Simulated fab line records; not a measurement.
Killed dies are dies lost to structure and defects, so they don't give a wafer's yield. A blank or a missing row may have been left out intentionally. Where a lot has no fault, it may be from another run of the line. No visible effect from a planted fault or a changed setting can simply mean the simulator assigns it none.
Comparing a struck lot with a sound one / flow nand harc / 24 out of 1159 route steps
Sound: the wafers L637.1, L637.2, L637.6. Struck: wafer L646.5 (left out: L646.1, L646.3 of the same lot, which were not struck); the cause appears at the end.
Order at every step that has rows: each side's tool, ch and its chambers, its first start. Under that, the readings that differ: sound wafers / struck wafers / difference of the means / sigmas: that difference in standard deviations of wafers without a fault.
alike: readings whose means differ by less than 2 such deviations, and words and numbers that are the same on both sides. not compared: withheld readings, readings that some wafer has no value for, bounds like >300 that may hide the same value, and numbers for which the record gives no deviation and whose values overlap.
The two part at a step that has a row with sigmas, a row that says differs or no value, or rows on one side only. Numbers that don't overlap but have no deviation are shown without sigmas and don't part them. Lack of a reading on every wafer of one side parts them only where that side has two or more wafers.

NHARC_P_M1_INSPECT_27:
  sound on defect inspect-01 at day 6 12:58; struck on defect inspect-01 at day 8 10:03
  alike: raw defect count
NHARC_P_M1_PRE_CLEAN_32: time 12 s.
  sound on pecvd-02 ch 0,1, day 6 13:02; struck on pecvd-04 ch 1, day 8 10:07
  alike: heater power w, susceptor temp C
NHARC_P_M1_DEP_33: deposits SiCN, target thk 30 nm.
  sound on pecvd-02 ch 0,1, day 6 13:07; struck on pecvd-04 ch 1, day 8 10:11
  alike: heater power w, showerhead vpp V, susceptor temp C
then, 8 steps without rows for these wafers: NHARC_P_M2_DEP_00 (deposits SiOC, target thk 182.5 nm); NHARC_P_M2_DEHYDRATE_01 (time 120 s); NHARC_P_M2_HMDS_02 (time 30 s); NHARC_P_M2_COAT_34 (time 65 s); NHARC_P_M2_COAT_03 (resist thk 90 nm); NHARC_P_M2_SOFTBAKE_04 (time 55 s); NHARC_P_M2_EBR_05; NHARC_P_M2_EXPOSE_06 (exposes mask P M2, target cd 170 nm).
NHARC_P_M2_PEB_07: peb time 65 s.
  sound on litho track-04 ch 0, day 6 14:17; struck on litho track-04 ch 0, day 8 11:23
then, 1 step without rows for these wafers: NHARC_P_M2_DEVELOP_08 (develop time 35 s).
NHARC_P_M2_CD_MEAS_09: the cd target is 170 nm.
  sound on cd sem-01 ch 0, day 6 14:22; struck on cd sem-03 ch 0, day 8 11:28
reading=cd nm (nm); sound=169.7 170.0 170.8; struck=172.4; difference=+2.2; sigmas=+4
NHARC_P_M2_OVL_MEAS_10: pitch 340 nm.
  sound on overlay-02 at day 6 14:28; struck on overlay-02 at day 8 11:33
reading=overlay x nm (nm); sound=1.2 0.5 0.9; struck=-1.5; difference=-2.4; sigmas=-3
reading=overlay y nm (nm); sound=0.8 1.4 0.3; struck=-1.4; difference=-2.2; sigmas=-3
NHARC_P_M2_INSPECT_11:
  sound on defect inspect-01 at day 6 14:30; struck on defect inspect-02 at day 8 11:35
  alike: raw defect count
NHARC_P_M2_DESCUM_14: chemistry O2, time 3 s.
  sound on rie diel-01 ch 0,1, day 6 14:34; struck on rie diel-12 ch 0, day 8 11:39
reading=drypump motor current A (A); sound=5.4 5.7 5.4; struck=6.7; difference=+1.2; sigmas=+4
reading=model.P_M2.cd nm (nm); sound=169.9 169.8 171.3; struck=172.2; difference=+1.9; sigmas=
  alike: oes product au, rf vpp V, showerhead plenum p Torr, throttle valve pct
  not compared: rf hours counter h
NHARC_P_M2_ETCH_35: etches the open film in N2/H2, target depth 40 nm, overetch 12 nm, time 43.94 s.
  sound on rie diel-01 ch 1,2,3, day 6 14:38; struck on rie diel-12 ch 0, day 8 11:47
reading=drypump motor current A (A); sound=6.2 5.4 5.1; struck=6.7; difference=+1.1; sigmas=+4
  alike: oes product au, rf vpp V, showerhead plenum p Torr, throttle valve pct
  not compared: rf hours counter h
NHARC_P_M2_ETCH_15: etches the open film in C4F8/Ar, target depth 182.5 nm, time 91.2 s.
  sound: rie diel-01 ch 0,1; struck: rie diel-12 ch 1
  alike: oes product au, rf vpp V
  not compared: rf hours counter h
NHARC_P_M2_CD_MEAS_16:
  sound on cd sem-01 at day 6 14:52; struck on cd sem-03 at day 8 12:02
  alike: cd nm
NHARC_P_M2_STRIP_18: strips in N2/H2.
  sound on rie diel-03 ch 1,2,3, day 6 14:58; struck on rie diel-03 ch 1, day 8 12:08
  alike: drypump motor current A, oes product au, rf vpp V, showerhead plenum p Torr, throttle valve pct
  not compared: rf hours counter h
NHARC_P_M2_ETCH_28: etches the open film in CF4/N2, target depth 30 nm, time 72.99 s.
  sound: rie diel-03 ch 0,2; struck: rie diel-03 ch 3
  alike: drypump motor current A, oes product au, rf vpp V, showerhead plenum p Torr, throttle valve pct
  not compared: rf hours counter h, model.P_M2.cd nm
then, 1 step without rows for these wafers: NHARC_P_M2_STRIP_19 (strips in post etch residue remover, time 600 s).
-- jump in the record: it breaks off in module P_M2 and resumes in module END (first step shown: number 1159 of the route), and 13 days separate the struck wafers' starts before and after --
NHARC_END_SORT_01:
  sound on prober-01 ch 0, day 20 18:25; struck on prober-01 ch 0, day 21 21:11
reading=killed short; sound=2 2 5; struck=0; difference=-3; sigmas=-2
  alike: defect limited yield, killed at array, killed at other, killed at periphery, killed dies, killed open, sort_bin_2_pct, sort_bin_3_pct, sort_bin_4_pct, sort n pass, sort rim yield pct, sort yield pct

## WHERE THEY PART
First at NHARC_P_M2_CD_MEAS_09; last, within this record, at NHARC_END_SORT_01.

WHY: what had been put in by the simulator
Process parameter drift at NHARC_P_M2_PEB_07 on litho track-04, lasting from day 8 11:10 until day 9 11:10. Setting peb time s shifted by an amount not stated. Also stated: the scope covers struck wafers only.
